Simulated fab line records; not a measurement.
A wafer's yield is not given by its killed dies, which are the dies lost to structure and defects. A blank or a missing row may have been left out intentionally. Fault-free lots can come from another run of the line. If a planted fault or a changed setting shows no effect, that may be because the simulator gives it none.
Chamber matching ; flow n5-finfet ; rie-diel-06 running N5_BEOL_M8_ETCH_62: 4 sister chambers
The step etches SOC in N2/H2, target depth 110 nm, overetch 22 nm, time 165 s. 18 wafers are shown with their chamber, then 9 later ones without.

## WAFERS PAIRED WITH THEIR CHAMBERS
wafer;chamber;drypump-motor-current-A (A);showerhead-plenum-p-Torr (Torr);throttle-valve-pct (%)
L081.1;2;4.9;2.58;18.07
L081.3;0;5.7;2.43;17.47
L081.6;2;4.9;2.58;18.05
L077.1;1;5.8;2.49;17.95
L077.3;0;5.8;2.43;17.47
L077.6;1;5.8;2.49;17.93
L084.2;3;6.0;2.49;17.74
L084.5;0;5.7;2.42;17.51
L084.6;2;4.9;2.58;18.09
L085.2;2;4.9;2.58;18.10
L085.3;0;5.7;2.42;17.51
L085.5;2;4.9;2.58;18.09
L089.1;1;5.8;2.48;17.58
L089.3;3;6.0;2.49;17.77
L089.5;2;4.9;2.57;18.12
L088.1;3;6.0;2.49;17.77
L088.2;1;5.8;2.48;17.58
L088.3;0;5.7;2.42;17.53

SIGNATURES (averages over the wafers above)
reading;chamber 0;chamber 1;chamber 2;chamber 3;scatter within a chamber
drypump-motor-current-A;5.720;5.800;4.900;6.000;0.0239
showerhead-plenum-p-Torr;2.4240;2.4850;2.5783;2.4900;0.00465
throttle-valve-pct;17.4980;17.7600;18.0867;17.7600;0.0986
Rule: for a wafer and a chamber, the distance is found by dividing, reading by reading, the gap between the wafer's reading and the chamber's mean by the reading's scatter, squaring, summing and taking the root. The wafer belongs to the nearest chamber; if the next one is less than 2 further off, it can't be placed. How the scatter is found: for the shown wafers, subtract from each reading the mean of its chamber, square and add these, divide the total by (wafers less chambers), then take the root.

## WAFERS WHOSE CHAMBER IS MISSING
wafer;drypump-motor-current-A (A);showerhead-plenum-p-Torr (Torr);throttle-valve-pct (%)
L090.1;5.7;2.48;17.58
L090.2;6.0;2.49;17.77
L090.6;6.0;2.49;17.76
L092.2;5.8;2.42;17.55
L092.4;5.8;2.48;17.59
L092.6;5.7;2.48;17.58
L093.2;5.8;2.41;17.54
L093.3;6.0;2.48;17.79
L093.6;5.7;2.47;17.59

## WHICH CHAMBER EACH ONE RAN IN
wafer;from the rows above;in truth
L090.1;1;1
L090.2;3;3
L090.6;3;3
L092.2;0;0
L092.4;1;1
L092.6;1;1
L093.2;0;0
L093.3;3;3
L093.6;1;1
9 of 9 placed correctly. Left unplaced by these rows: 0. Number placed wrongly: 0.
